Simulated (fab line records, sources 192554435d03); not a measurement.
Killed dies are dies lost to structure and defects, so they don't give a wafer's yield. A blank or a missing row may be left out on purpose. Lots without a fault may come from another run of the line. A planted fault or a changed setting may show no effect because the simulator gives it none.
fab line records | flow n5_finfet
record lots=5 wafers=15 last_day=19
route steps=1938 shown BEOL_M2@897
lots that met no fault: from a run of the same line without faults
start_h: hours from the record's first day to the start of the lot's first wafer shown | wait_h: hours since the lot's step before | " the same as in the row above | L1.1+2: a row that stands for several wafers | - no value, or no start given | * or withheld: withheld | < > ~ a bound
route shown NAME@n: a module of which the file shows steps, and the number in the route of the first | usual: mean/standard deviation of fault-free wafers | same: alike in all rows | chamber/n: place in a boat | sites: the reading at each site | _std_site: their standard deviation | _edge_site: outer sites' mean less inner sites' | radius_mm: how far each site lies from the wafer's centre | mask NAME#n: copy n | behind: the tool/chamber that last shaped the wafer | hold: why the lot was held/for how many hours/how that ended | device: the transistor (n, p or np) that didn't switch | end of line: the same wafers' tests at the end of the route | a step without rows: its recipe alone | killed: dies lost to structure and defects at the first sort, not the wafer's yield | map: a wafer's dies, x killed, . not, _ none there
set.NAME: the setting as run; set.NAME@STEP: as run at that earlier step | model.NAME: the simulator's own value behind a step, which no gauge read
lots at some steps of the route; a table a step, a row a wafer
services: from which hour (start_h, from the record's first day; less than 0 if before it) a tool's chamber was out of use, for how many hours, and why
## steps
# step N5_BEOL_M2_SRD_43
# recipe time_s=30 temp_c=23 rinse_liquid=diw dry=ipa_marangoni
# columns lot.wafer tool chamber start_h wait_h
L076.3+5+6 wet_bench-04 7,6,2 171.29 0.0
L080.1+2+4 wet_bench-02 1,0,5 224.88 0.0
L085.1+4+5 wet_bench-05 0,5,4 255.86 0.0
L087.1+4+6 wet_bench-05 1,4,3 256.42 0.0
L095.3+5+6 wet_bench-02 1,5,4 323.16 0.0
# step N5_BEOL_M2_CD_MEAS_35
# recipe target_cd_nm=18 target_cd_y_nm=22.2 polarity=opening
# usual cd_nm=17.98/0.27
# columns lot.wafer tool chamber start_h wait_h cd_nm
L076.3 cd_sem-02 - 171.34 0.0 17.68
L076.5 " - " " 17.73
L076.6 " - " " 18.14
L080.1 cd_sem-03 - 224.92 0.0 17.39
L080.2 " - " " 17.93
L080.4 " - " " 17.93
L085.1 cd_sem-03 - 255.92 0.0 17.75
L085.4 " - " " 17.89
L085.5 " - " " 18.20
L087.1 cd_sem-02 - 256.48 0.0 17.85
L087.4 " - " " 18.04
L087.6 " - " " 18.07
L095.3 cd_sem-03 - 323.21 0.0 17.57
L095.5 " - " " 18.38
L095.6 " - " " 17.82
# step N5_BEOL_M2_DEGAS_44
# recipe ambient=vacuum temp_c=250 time_s=60
# usual heater_power_w=342/35
# columns lot.wafer tool chamber start_h wait_h heater_power_w
L076.3 pvd_sputter-03 - 171.38 0.0 329
L076.5 " - " " 301
L076.6 " - " " 342
L080.1 pvd_sputter-01 - 225.12 0.2 345
L080.2 " - " " 342
L080.4 " - " " 353
L085.1 pvd_sputter-02 - 256.26 0.3 322
L085.4 " - " " 380
L085.5 " - " " 372
L087.1 pvd_sputter-02 - 256.52 0.0 371
L087.4 " - " " 375
L087.6 " - " " 315
L095.3 pvd_sputter-02 - 323.61 0.4 375
L095.5 " - " " 357
L095.6 " - " " 374
# step N5_BEOL_M2_PRE_CLEAN_45
# recipe gas=H2/He time_s=30 temp_c=250
# usual heater_power_w=342/35
# columns lot.wafer tool chamber start_h wait_h heater_power_w
L076.3 pvd_sputter-03 - 171.42 0.0 327
L076.5 " - " " 304
L076.6 " - " " 331
L080.1 pvd_sputter-01 - 225.16 0.0 340
L080.2 " - " " 347
L080.4 " - " " 353
L085.1 pvd_sputter-02 - 256.30 0.0 321
L085.4 " - " " 375
L085.5 " - " " 381
L087.1 pvd_sputter-02 - 256.56 0.0 389
L087.4 " - " " 378
L087.6 " - " " 324
L095.3 pvd_sputter-02 - 323.65 0.0 377
L095.5 " - " " 347
L095.6 " - " " 383
# step N5_BEOL_M2_ALD_84
# recipe material=TaN target_thk_a=* temp_c=275 ald_precursor_family=PDMAT ald_co_reactant=NH3 pressure_torr=3 carrier_flow_sccm=1500 pulse_time_s=2 purge_time_s=3 co_reactant_purge_time_s=2 co_reactant_pulse_time_s=3 ald_cycles=30 precursor_vessel_temp_c=75 precursor_vessel_pressure_torr=26.25 precursor_vessel_carrier_sccm=1000
# usual chamber_pressure_Torr=3.000/0.0069 heater_power_outer_w=225/28 heater_power_w=421/50 precursor_vessel_temp_c=74.99/0.13
# columns lot.wafer tool chamber start_h wait_h chamber_pressure_Torr heater_power_outer_w heater_power_w precursor_vessel_temp_c
L076.3 ald_metal-01 3 171.48 0.0 2.995 202 357 75.06
L076.5 " 3 " " 2.995 207 347 75.00
L076.6 " 2 " " 3.000 238 458 75.07
L080.1 ald_metal-02 2 225.23 0.1 2.993 281 514 75.07
L080.2 " 3 " " 2.987 236 426 74.92
L080.4 " 0 " " 3.000 213 434 75.09
L085.1 ald_metal-01 2 256.37 0.0 2.996 237 455 74.98
L085.4 " 1 " " 2.986 227 427 74.97
L085.5 " 2 " " 2.994 235 466 74.68
L087.1 ald_metal-01 3 256.62 0.0 3.001 205 345 74.99
L087.4 " 0 " " 3.014 187 356 75.09
L087.6 " 0 " " 3.008 183 364 74.95
L095.3 ald_metal-02 3 323.71 0.0 2.998 231 414 74.87
L095.5 " 3 " " 2.995 237 434 75.01
L095.6 " 1 " " 2.997 276 495 75.16
# step N5_BEOL_M2_SURFACE_TREAT_85
# recipe gas=Ar time_s=* ion_energy_ev=* ion_current_ma_cm2=0.5 pressure_mtorr=* ar_flow_sccm=30
# usual ar_flow_sccm=30.00/0.09 throttle_valve_pct=*
# columns lot.wafer tool chamber start_h wait_h ar_flow_sccm throttle_valve_pct
L076.3 pvd_sputter-03 - 171.70 0.1 30.07 *
L076.5 " - " " 29.92 *
L076.6 " - " " 30.05 *
L080.1 pvd_sputter-01 - 225.46 0.1 30.06 *
L080.2 " - " " 29.98 *
L080.4 " - " " 29.96 *
L085.1 pvd_sputter-03 - 256.59 0.1 30.04 *
L085.4 " - " " 29.94 *
L085.5 " - " " 30.12 *
L087.1 pvd_sputter-02 - 256.89 0.2 29.99 *
L087.4 " - " " 30.08 *
L087.6 " - " " 30.10 *
L095.3 pvd_sputter-02 - 324.09 0.3 30.15 *
L095.5 " - " " 30.13 *
L095.6 " - " " 30.12 *
# step N5_BEOL_M2_CVD_47
# recipe material=Co target_thk_a=30 temp_c=withheld precursor=CCTBA/H2 pressure_torr=30 time_s=223.8
# usual chamber_pressure_Torr=29.99/0.06
# columns lot.wafer tool chamber start_h wait_h chamber_pressure_Torr
L076.3 cvd_co-02 1 171.76 0.0 29.97
L076.5 " 0 " " 29.94
L076.6 " 2 " " 30.01
L080.1 cvd_co-01 1 225.66 0.2 30.05
L080.2 " 2 " " 29.94
L080.4 " 0 " " 29.90
L085.1 cvd_co-02 0 256.65 0.0 30.00
L085.4 " 1 " " 29.94
L085.5 " 0 " " 30.01
L087.1 cvd_co-02 2 256.95 0.0 30.05
L087.4 " 2 " " 30.00
L087.6 " 1 " " 29.96
L095.3 cvd_co-02 2 324.21 0.1 29.97
L095.5 " 0 " " 30.06
L095.6 " 1 " " 30.02
# step N5_BEOL_M2_SPUTTER_48
# recipe material=Cu target_thk_a=45 temp_c=-20 chamber_pressure_pa=0.07 power_w=withheld time_s=8.29
# usual substrate_temp_c=-20.00/0.1 throttle_valve_pct=29.6/1.1
# columns lot.wafer tool chamber start_h wait_h substrate_temp_c throttle_valve_pct
L076.3 pvd_sputter-02 - 171.92 0.1 -20.06 31.2
L076.5 " - " " -19.78 30.2
L076.6 " - " " -19.93 31.5
L080.1 pvd_sputter-03 - 225.82 0.1 -20.19 29.3
L080.2 " - " " -19.99 29.0
L080.4 " - " " -20.00 27.8
L085.1 pvd_sputter-03 - 256.82 0.1 -19.86 28.0
L085.4 " - " " -20.08 29.4
L085.5 " - " " -19.95 28.9
L087.1 pvd_sputter-03 - 258.66 1.6 -20.06 27.7
L087.4 " - " " -20.05 29.2
L087.6 " - " " -19.98 30.6
L095.3 pvd_sputter-02 - 324.53 0.3 -20.00 31.4
L095.5 " - " " -19.86 30.1
L095.6 " - " " -20.15 31.4
# step N5_BEOL_M2_ANNEAL_49
# recipe temp_c=400 time_s=240 ambient=vacuum
# usual heater_power_w=846/92
# columns lot.wafer tool chamber start_h wait_h heater_power_w
L076.3 pvd_sputter-02 - 172.00 0.0 812
L076.5 " - " " 946
L076.6 " - " " 795
L080.1 pvd_sputter-03 - 225.90 0.0 819
L080.2 " - " " 724
L080.4 " - " " 764
L085.1 pvd_sputter-03 - 256.90 0.0 787
L085.4 " - " " 719
L085.5 " - " " 856
L087.1 pvd_sputter-03 - 258.74 0.0 757
L087.4 " - " " 727
L087.6 " - " " 707
L095.3 pvd_sputter-02 - 324.61 0.0 821
L095.5 " - " " 953
L095.6 " - " " 801
# step N5_BEOL_M2_SPUTTER_79
# recipe material=Cu target_thk_a=45 temp_c=-20 chamber_pressure_pa=0.07 power_w=withheld time_s=8.29
# usual substrate_temp_c=-20.01/0.11 throttle_valve_pct=29.6/1
# columns lot.wafer tool chamber start_h wait_h substrate_temp_c throttle_valve_pct
L076.3 pvd_sputter-02 - 172.14 0.1 -20.05 31.3
L076.5 " - " " -19.91 30.4
L076.6 " - " " -19.99 31.4
L080.1 pvd_sputter-03 - 226.04 0.1 -20.12 29.1
L080.2 " - " " -19.99 29.4
L080.4 " - " " -19.92 28.0
L085.1 pvd_sputter-03 - 257.04 0.1 -19.77 27.8
L085.4 " - " " -19.97 29.2
L085.5 " - " " -20.07 29.1
L087.1 pvd_sputter-03 - 258.88 0.1 -19.95 27.8
L087.4 " - " " -19.80 29.4
L087.6 " - " " -19.82 30.6
L095.3 pvd_sputter-02 - 324.75 0.1 -19.86 31.4
L095.5 " - " " -20.18 30.4
L095.6 " - " " -20.08 31.2
# step N5_BEOL_M2_ANNEAL_80
# recipe temp_c=400 time_s=240 ambient=vacuum
# usual heater_power_w=845/91
# columns lot.wafer tool chamber start_h wait_h heater_power_w
L076.3 pvd_sputter-02 - 172.22 0.0 796
L076.5 " - " " 918
L076.6 " - " " 810
L080.1 pvd_sputter-03 - 226.12 0.0 806
L080.2 " - " " 705
L080.4 " - " " 756
L085.1 pvd_sputter-03 - 257.12 0.0 760
L085.4 " - " " 718
L085.5 " - " " 837
L087.1 pvd_sputter-03 - 258.96 0.0 740
L087.4 " - " " 729
L087.6 " - " " 706
L095.3 pvd_sputter-02 - 324.83 0.0 782
L095.5 " - " " 941
L095.6 " - " " 817
# step N5_BEOL_M2_SPUTTER_81
# recipe material=Cu target_thk_a=45 temp_c=-20 chamber_pressure_pa=0.07 power_w=withheld time_s=8.29
# usual substrate_temp_c=-19.99/0.092 throttle_valve_pct=29.7/1
# columns lot.wafer tool chamber start_h wait_h substrate_temp_c throttle_valve_pct
L076.3 pvd_sputter-02 - 172.36 0.1 -20.07 31.1
L076.5 " - " " -19.82 30.1
L076.6 " - " " -19.92 31.6
L080.1 pvd_sputter-03 - 226.26 0.1 -20.00 28.9
L080.2 " - " " -20.01 29.1
L080.4 " - " " -19.90 27.9
L085.1 pvd_sputter-03 - 257.26 0.1 -20.14 28.3
L085.4 " - " " -20.08 29.1
L085.5 " - " " -20.08 29.1
L087.1 pvd_sputter-03 - 259.10 0.1 -20.02 27.8
L087.4 " - " " -20.09 29.3
L087.6 " - " " -19.88 30.6
L095.3 pvd_sputter-02 - 324.97 0.1 -20.06 31.4
L095.5 " - " " -20.16 30.0
L095.6 " - " " -20.19 31.4
# step N5_BEOL_M2_ANNEAL_82
# recipe temp_c=400 time_s=240 ambient=vacuum
# usual heater_power_w=843/90
# columns lot.wafer tool chamber start_h wait_h heater_power_w
L076.3 pvd_sputter-02 - 172.44 0.0 810
L076.5 " - " " 931
L076.6 " - " " 810
L080.1 pvd_sputter-03 - 226.34 0.0 814
L080.2 " - " " 728
L080.4 " - " " 770
L085.1 pvd_sputter-03 - 257.34 0.0 759
L085.4 " - " " 724
L085.5 " - " " 851
L087.1 pvd_sputter-03 - 259.18 0.0 752
L087.4 " - " " 722
L087.6 " - " " 720
L095.3 pvd_sputter-02 - 325.05 0.0 814
L095.5 " - " " 922
L095.6 " - " " 818
# step N5_BEOL_M2_SPUTTER_86
# recipe material=Cu target_thk_a=45 temp_c=-20 chamber_pressure_pa=0.07 power_w=withheld time_s=8.29
# usual substrate_temp_c=-20.01/0.1 throttle_valve_pct=29.6/1.1
# columns lot.wafer tool chamber start_h wait_h substrate_temp_c throttle_valve_pct
L076.3 pvd_sputter-02 - 172.58 0.1 -19.87 31.4
L076.5 " - " " -19.81 30.5
L076.6 " - " " -20.07 31.5
L080.1 pvd_sputter-03 - 226.48 0.1 -20.15 28.9
L080.2 " - " " -20.04 29.0
L080.4 " - " " -20.04 27.8
L085.1 pvd_sputter-03 - 257.48 0.1 -20.13 27.9
L085.4 " - " " -20.14 29.2
L085.5 " - " " -20.02 29.0
L087.1 pvd_sputter-03 - 259.32 0.1 -20.12 27.8
L087.4 " - " " -20.03 29.3
L087.6 " - " " -19.96 30.5
L095.3 pvd_sputter-02 - 325.19 0.1 -20.09 31.1
L095.5 " - " " -20.19 30.3
L095.6 " - " " -19.94 31.3
# step N5_BEOL_M2_ANNEAL_87
# recipe temp_c=400 time_s=240 ambient=vacuum
# usual heater_power_w=843/93
# columns lot.wafer tool chamber start_h wait_h heater_power_w
L076.3 pvd_sputter-02 - 172.66 0.0 807
L076.5 " - " " 915
L076.6 " - " " 803
L080.1 pvd_sputter-03 - 226.56 0.0 817
L080.2 " - " " 716
L080.4 " - " " 762
L085.1 pvd_sputter-03 - 257.56 0.0 757
L085.4 " - " " 718
L085.5 " - " " 824
L087.1 pvd_sputter-03 - 259.40 0.0 752
L087.4 " - " " 695
L087.6 " - " " 714
L095.3 pvd_sputter-02 - 325.27 0.0 800
L095.5 " - " " 960
L095.6 " - " " 799
# step N5_BEOL_M2_SPUTTER_88
# recipe material=Cu target_thk_a=45 temp_c=-20 chamber_pressure_pa=0.07 power_w=withheld time_s=8.29
# usual substrate_temp_c=-20.00/0.11 throttle_valve_pct=29.6/1.1
# columns lot.wafer tool chamber start_h wait_h substrate_temp_c throttle_valve_pct
L076.3 pvd_sputter-02 - 172.80 0.1 -19.84 31.2
L076.5 " - " " -19.89 30.2
L076.6 " - " " -20.10 31.0
L080.1 pvd_sputter-03 - 226.70 0.1 -20.01 29.2
L080.2 " - " " -20.12 29.3
L080.4 " - " " -19.92 27.9
L085.1 pvd_sputter-03 - 257.70 0.1 -20.01 27.9
L085.4 " - " " -20.05 29.2
L085.5 " - " " -20.00 29.0
L087.1 pvd_sputter-03 - 259.54 0.1 -20.08 27.9
L087.4 " - " " -20.03 29.4
L087.6 " - " " -19.91 30.7
L095.3 pvd_sputter-02 - 325.41 0.1 -20.01 31.3
L095.5 " - " " -19.85 30.0
L095.6 " - " " -19.87 31.2
# step N5_BEOL_M2_ANNEAL_89
# recipe temp_c=400 time_s=240 ambient=vacuum
# usual heater_power_w=846/94
# columns lot.wafer tool chamber start_h wait_h heater_power_w
L076.3 pvd_sputter-02 - 172.88 0.0 808
L076.5 " - " " 942
L076.6 " - " " 798
L080.1 pvd_sputter-03 - 226.78 0.0 848
L080.2 " - " " 718
L080.4 " - " " 762
L085.1 pvd_sputter-03 - 257.78 0.0 753
L085.4 " - " " 727
L085.5 " - " " 818
L087.1 pvd_sputter-03 - 259.62 0.0 763
L087.4 " - " " 720
L087.6 " - " " 704
L095.3 pvd_sputter-02 - 325.49 0.0 801
L095.5 " - " " 963
L095.6 " - " " 805
# step N5_BEOL_M2_SPUTTER_90
# recipe material=Cu target_thk_a=45 temp_c=-20 chamber_pressure_pa=0.07 power_w=withheld time_s=8.29
# usual substrate_temp_c=-20.00/0.095 throttle_valve_pct=29.6/1
# columns lot.wafer tool chamber start_h wait_h substrate_temp_c throttle_valve_pct
L076.3 pvd_sputter-02 - 173.02 0.1 -20.09 31.2
L076.5 " - " " -19.99 30.6
L076.6 " - " " -19.92 31.3
L080.1 pvd_sputter-03 - 226.92 0.1 -20.00 28.8
L080.2 " - " " -20.18 29.1
L080.4 " - " " -19.98 27.6
L085.1 pvd_sputter-03 - 257.92 0.1 -20.02 28.0
L085.4 " - " " -19.87 29.1
L085.5 " - " " -19.85 28.8
L087.1 pvd_sputter-03 - 259.76 0.1 -19.84 27.8
L087.4 " - " " -20.12 29.3
L087.6 " - " " -19.86 30.8
L095.3 pvd_sputter-02 - 325.63 0.1 -19.99 31.3
L095.5 " - " " -20.00 30.5
L095.6 " - " " -20.02 31.3
# step N5_BEOL_M2_ANNEAL_91
# recipe temp_c=400 time_s=240 ambient=vacuum
# usual heater_power_w=846/92
# columns lot.wafer tool chamber start_h wait_h heater_power_w
L076.3 pvd_sputter-02 - 173.10 0.0 817
L076.5 " - " " 946
L076.6 " - " " 787
L080.1 pvd_sputter-03 - 227.00 0.0 822
L080.2 " - " " 713
L080.4 " - " " 762
L085.1 pvd_sputter-03 - 258.00 0.0 780
L085.4 " - " " 738
L085.5 " - " " 813
L087.1 pvd_sputter-03 - 259.84 0.0 759
L087.4 " - " " 713
L087.6 " - " " 721
L095.3 pvd_sputter-02 - 325.71 0.0 830
L095.5 " - " " 922
L095.6 " - " " 801
# step N5_BEOL_M2_SPUTTER_92
# recipe material=Cu target_thk_a=45 temp_c=-20 chamber_pressure_pa=0.07 power_w=withheld time_s=8.29
# usual substrate_temp_c=-19.99/0.1 throttle_valve_pct=29.6/1
# columns lot.wafer tool chamber start_h wait_h substrate_temp_c throttle_valve_pct
L076.3 pvd_sputter-02 - 173.24 0.1 -19.87 31.3
L076.5 " - " " -19.90 30.1
L076.6 " - " " -19.96 31.4
L080.1 pvd_sputter-03 - 227.14 0.1 -20.00 28.9
L080.2 " - " " -19.99 29.3
L080.4 " - " " -20.01 28.2
L085.1 pvd_sputter-03 - 258.14 0.1 -19.94 27.8
L085.4 " - " " -20.09 29.3
L085.5 " - " " -20.03 28.9
L087.1 pvd_sputter-03 - 259.98 0.1 -19.98 27.7
L087.4 " - " " -19.95 29.1
L087.6 " - " " -20.21 30.6
L095.3 pvd_sputter-02 - 325.85 0.1 -20.08 31.3
L095.5 " - " " -20.09 30.3
L095.6 " - " " -20.09 31.3
# step N5_BEOL_M2_ANNEAL_93
# recipe temp_c=400 time_s=240 ambient=vacuum
# usual heater_power_w=843/91
# columns lot.wafer tool chamber start_h wait_h heater_power_w
L076.3 pvd_sputter-02 - 173.32 0.0 799
L076.5 " - " " 933
L076.6 " - " " 799
L080.1 pvd_sputter-03 - 227.22 0.0 811
L080.2 " - " " 731
L080.4 " - " " 768
L085.1 pvd_sputter-03 - 258.22 0.0 767
L085.4 " - " " 718
L085.5 " - " " 835
L087.1 pvd_sputter-03 - 260.06 0.0 776
L087.4 " - " " 728
L087.6 " - " " 726
L095.3 pvd_sputter-02 - 325.93 0.0 787
L095.5 " - " " 947
L095.6 " - " " 804
# step N5_BEOL_M2_SPUTTER_94
# recipe material=Cu target_thk_a=45 temp_c=-20 chamber_pressure_pa=0.07 power_w=withheld time_s=8.29
# usual substrate_temp_c=-20.01/0.1 throttle_valve_pct=29.6/1
# columns lot.wafer tool chamber start_h wait_h substrate_temp_c throttle_valve_pct
L076.3 pvd_sputter-02 - 173.46 0.1 -20.18 31.2
L076.5 " - " " -20.02 30.3
L076.6 " - " " -20.10 31.1
L080.1 pvd_sputter-03 - 227.36 0.1 -20.11 28.9
L080.2 " - " " -19.89 29.1
L080.4 " - " " -20.06 28.0
L085.1 pvd_sputter-03 - 258.36 0.1 -20.02 28.0
L085.4 " - " " -20.01 29.2
L085.5 " - " " -20.17 29.1
L087.1 pvd_sputter-03 - 260.20 0.1 -20.02 28.0
L087.4 " - " " -19.97 29.1
L087.6 " - " " -19.99 30.7
L095.3 pvd_sputter-02 - 326.07 0.1 -20.09 31.2
L095.5 " - " " -20.09 30.3
L095.6 " - " " -19.92 31.4
# step N5_BEOL_M2_ANNEAL_95
# recipe temp_c=400 time_s=240 ambient=vacuum
# usual heater_power_w=844/93
# columns lot.wafer tool chamber start_h wait_h heater_power_w
L076.3 pvd_sputter-02 - 173.54 0.0 799
L076.5 " - " " 933
L076.6 " - " " 793
L080.1 pvd_sputter-03 - 227.44 0.0 819
L080.2 " - " " 719
L080.4 " - " " 760
L085.1 pvd_sputter-03 - 258.44 0.0 768
L085.4 " - " " 724
L085.5 " - " " 836
L087.1 pvd_sputter-03 - 260.28 0.0 766
L087.4 " - " " 714
L087.6 " - " " 704
L095.3 pvd_sputter-02 - 326.15 0.0 799
L095.5 " - " " 938
L095.6 " - " " 797
# step N5_BEOL_M2_SPUTTER_96
# recipe material=Cu target_thk_a=45 temp_c=-20 chamber_pressure_pa=0.07 power_w=withheld time_s=8.29
# usual substrate_temp_c=-20.00/0.11 throttle_valve_pct=29.6/1.1
# columns lot.wafer tool chamber start_h wait_h substrate_temp_c throttle_valve_pct
L076.3 pvd_sputter-02 - 173.68 0.1 -19.67 31.5
L076.5 " - " " -19.95 30.1
L076.6 " - " " -19.73 31.4
L080.1 pvd_sputter-03 - 227.58 0.1 -19.86 29.0
L080.2 " - " " -20.08 29.3
L080.4 " - " " -19.94 28.1
L085.1 pvd_sputter-03 - 258.58 0.1 -20.22 27.7
L085.4 " - " " -19.99 29.4
L085.5 " - " " -19.99 28.9
L087.1 pvd_sputter-03 - 260.42 0.1 -20.22 27.9
L087.4 " - " " -19.84 29.1
L087.6 " - " " -19.96 30.6
L095.3 pvd_sputter-02 - 326.29 0.1 -19.97 31.3
L095.5 " - " " -20.15 30.0
L095.6 " - " " -20.07 31.3
# step N5_BEOL_M2_ECD_50
# recipe material=Cu target_thk_a=3000
# columns lot.wafer tool chamber start_h wait_h
L076.3+5+6 ecd_cu-01 1,0,1 173.82 0.1
L080.1+2+4 ecd_cu-02 0,1,1 227.69 0.1
L085.1+4+5 ecd_cu-02 1,0,1 258.70 0.1
L087.1+4+6 ecd_cu-02 1,0,1 260.54 0.1
L095.3+5+6 ecd_cu-01 1,0,1 326.43 0.1
# step N5_BEOL_M2_ANNEAL_51
# recipe temp_c=225 time_s=90 ambient=N2
# usual wafer_temp_C_max=225.68/0.3
# columns lot.wafer tool chamber start_h wait_h wafer_temp_C_max
L076.3 rtp_anneal-01 0 173.97 0.1 225.29
L076.5 " 0 " " 225.43
L076.6 " 0 " " 225.29
L080.1 rtp_anneal-02 0 227.77 0.1 225.80
L080.2 " 0 " " 225.79
L080.4 " 0 " " 225.98
L085.1 rtp_anneal-02 0 258.78 0.1 225.90
L085.4 " 0 " " 225.98
L085.5 " 0 " " 226.04
L087.1 rtp_anneal-01 0 260.67 0.1 225.52
L087.4 " 0 " " 225.60
L087.6 " 0 " " 225.40
L095.3 rtp_anneal-01 0 326.58 0.1 225.61
L095.5 " 0 " " 225.46
L095.6 " 0 " " 225.60
# step N5_BEOL_M2_CMP_52
# recipe stop_on=SiOC t_overpolish_s=6.8 down_force_psi=1 platen_rpm=50 clearing_platen_down_force_psi=1.5 clearing_platen_rpm=50 post_cmp_clean=cu_alkaline target_thk_nm=40 clearing_platen_pad_velocity_m_s=0.99484 pad_velocity_m_s=0.99484
# usual barrier_field_endpoint_s=24.9/0.61 motor_current_A=6.3/0.66 overpolish_run_s=6.800/0.009 time_to_endpoint_s=64/3.3
# columns lot.wafer tool chamber start_h wait_h barrier_field_endpoint_s motor_current_A overpolish_run_s time_to_endpoint_s
L076.3 cmp-03 2 174.25 0.2 24.7 6.4 6.819 67
L076.6 " 0 " " 23.8 6.7 6.803 65
L076.5 " 1 " " 25.2 8.8 6.799 67
L080.4 cmp-04 3 228.11 0.2 24.8 6.7 6.808 65
L080.2 " 0 " " 25.1 6.0 6.781 67
L080.1 " 1 " " 24.5 6.4 6.801 66
L085.1 cmp-04 2 259.10 0.3 24.9 5.8 6.797 64
L085.4 " 3 " " 25.0 6.5 6.794 65
L085.5 " 2 " " 24.4 5.8 6.800 65
L087.1 cmp-01 0 260.96 0.3 25.2 5.8 6.795 65
L087.4 " 1 " " 25.0 6.3 6.813 61
L087.6 " 1 " " 25.3 6.7 6.804 61
L095.3 cmp-03 0 326.86 0.2 25.2 6.5 6.797 63
L095.6 " 2 " " 24.5 6.3 6.789 65
L095.5 " 3 " " 25.0 6.8 6.804 63
# step N5_BEOL_M2_THK_MEAS_53
# recipe thk_meas_gauge=xrf reads=Cu_of_BEOL_M2_ECD_50
# usual M2_THK=40.2/1.3
# columns lot.wafer tool chamber start_h wait_h M2_THK[nm]
L076.3 film_metro-02 - 174.47 - 40.1
L076.5 " - " " 39.8
L076.6 " - " " 40.7
L080.1 film_metro-02 - 228.36 - 41.0
L080.2 " - " " 40.6
L080.4 " - " " 40.6
L085.1 film_metro-01 - 259.39 - 41.7
L085.4 " - " " 40.9
L085.5 " - " " 40.9
L087.1 film_metro-02 - 261.26 - 41.3
L087.4 " - " " 40.3
L087.6 " - " " 40.1
L095.3 film_metro-02 - 327.08 - 41.2
L095.5 " - " " 41.0
L095.6 " - " " 40.3
# step N5_BEOL_M2_PRE_CLEAN_60
# recipe gas=NH3/H2 time_s=15 temp_c=* rf_power_w=300
# usual heater_power_outer_w=20/9.7 heater_power_w=85/18
# columns lot.wafer tool chamber start_h wait_h heater_power_outer_w heater_power_w
L076.3 cvd_co-01 0 174.51 0.0 17 74
L076.5 " 2 " " 16 83
L076.6 " 0 " " 17 77
L080.1 cvd_co-02 1 228.40 0.0 38 116
L080.2 " 0 " " 14 79
L080.4 " 2 " " 11 61
L085.1 cvd_co-01 1 259.43 0.0 26 92
L085.4 " 1 " " 26 89
L085.5 " 0 " " 18 74
L087.1 cvd_co-01 2 261.29 0.0 17 83
L087.4 " 2 " " 16 84
L087.6 " 0 " " 18 75
L095.3 cvd_co-01 2 327.12 0.0 17 85
L095.5 " 2 " " 16 83
L095.6 " 1 " " 26 91
# step N5_BEOL_M2_CO_CAP_55
# recipe material=Co target_thk_a=20 temp_c=200 precursor=CCTBA/H2 pressure_torr=30 time_s=102.1
# usual chamber_pressure_Torr=29.99/0.064 heater_power_outer_w=123/12 heater_power_w=236/22
# columns lot.wafer tool chamber start_h wait_h chamber_pressure_Torr heater_power_outer_w heater_power_w
L076.3 cvd_co-01 0 174.55 0.0 29.96 117 231
L076.5 " 2 " " 30.09 117 237
L076.6 " 0 " " 30.07 119 224
L080.1 cvd_co-02 1 228.44 0.0 30.00 148 274
L080.2 " 0 " " 30.08 115 227
L080.4 " 2 " " 29.99 108 207
L085.1 cvd_co-01 1 259.47 0.0 30.04 128 246
L085.4 " 1 " " 29.96 130 244
L085.5 " 0 " " 30.02 121 227
L087.1 cvd_co-01 2 261.33 0.0 29.86 118 230
L087.4 " 2 " " 29.93 119 237
L087.6 " 0 " " 29.96 122 216
L095.3 cvd_co-01 2 327.16 0.0 29.88 120 231
L095.5 " 2 " " 29.98 119 237
L095.6 " 1 " " 30.02 127 239
# step N5_BEOL_M2_PRE_CLEAN_56
# recipe gas=NH3 time_s=15 temp_c=withheld rf_power_w=300
# columns lot.wafer tool chamber start_h wait_h
L076.3+5+6 pecvd-01 0,2,1 174.64 0.1
L080.1+2+4 pecvd-03 1,0,0 228.53 0.1
L085.1+4+5 pecvd-01 2,1,2 259.56 0.1
L087.1+4+6 pecvd-03 2,1,0 261.43 0.1
L095.3+5+6 pecvd-03 2,2,1 327.25 0.1
# step N5_BEOL_M2_DEP_57
# recipe material=SiCN target_thk_a=80 temp_c=withheld precursor=3MS/NH3 pressure_torr=3 rf_w=202 time_s=14
# usual chamber_pressure_Torr=3.000/0.0061 showerhead_plenum_p_Torr=3.656/0.016 throttle_valve_pct=9.1/0.41
# columns lot.wafer tool chamber start_h wait_h chamber_pressure_Torr showerhead_plenum_p_Torr throttle_valve_pct
L076.3 pecvd-01 0 174.66 0.0 3.004 3.663 9.4
L076.5 " 2 " " 2.998 3.650 9.0
L076.6 " 1 " " 2.992 3.642 8.8
L080.1 pecvd-03 1 228.57 0.0 2.996 3.659 9.2
L080.2 " 0 " " 3.008 3.671 9.3
L080.4 " 0 " " 3.004 3.671 9.5
L085.1 pecvd-01 2 259.59 0.0 3.004 3.650 9.1
L085.4 " 1 " " 3.001 3.639 8.8
L085.5 " 2 " " 3.005 3.651 9.0
L087.1 pecvd-03 2 261.45 0.0 3.010 3.643 8.2
L087.4 " 1 " " 3.002 3.646 9.2
L087.6 " 0 " " 3.014 3.681 9.1
L095.3 pecvd-03 2 327.28 0.0 3.002 3.648 8.4
L095.5 " 2 " " 3.000 3.650 8.2
L095.6 " 1 " " 3.002 3.651 9.6
## services
# columns tool chamber start_h hours kind
cmp-04 - 149.20 4.0 pm
ald_metal-01 - 161.02 0.6 repair
ald_metal-02 - 170.32 2.8 pm
cmp-01 - 178.10 2.4 repair
wet_bench-04 - 182.18 3.9 repair
pvd_sputter-03 - 188.94 5.9 repair
cmp-03 - 194.05 0.8 repair
cvd_co-01 - 195.89 6.0 pm
cvd_co-02 - 201.89 2.8 pm
pvd_sputter-02 - 202.44 2.8 repair
pvd_sputter-03 - 211.08 3.7 repair
cmp-04 - 211.44 3.1 repair
cmp-03 - 221.66 29.9 repair
cvd_co-02 2 223.43 4.4 repair
cmp-01 - 232.38 5.4 pm
cmp-01 - 243.19 4.5 pm
ecd_cu-02 - 246.82 0.5 repair
wet_bench-02 - 259.93 0.5 repair
cmp-04 - 262.70 6.1 pm
cmp-01 - 265.06 4.0 pm
cvd_co-01 - 266.85 28.1 pm
cmp-03 - 267.28 4.0 pm
cmp-03 - 278.94 23.6 repair
ecd_cu-02 - 324.77 1.0 repair
## key
fault none
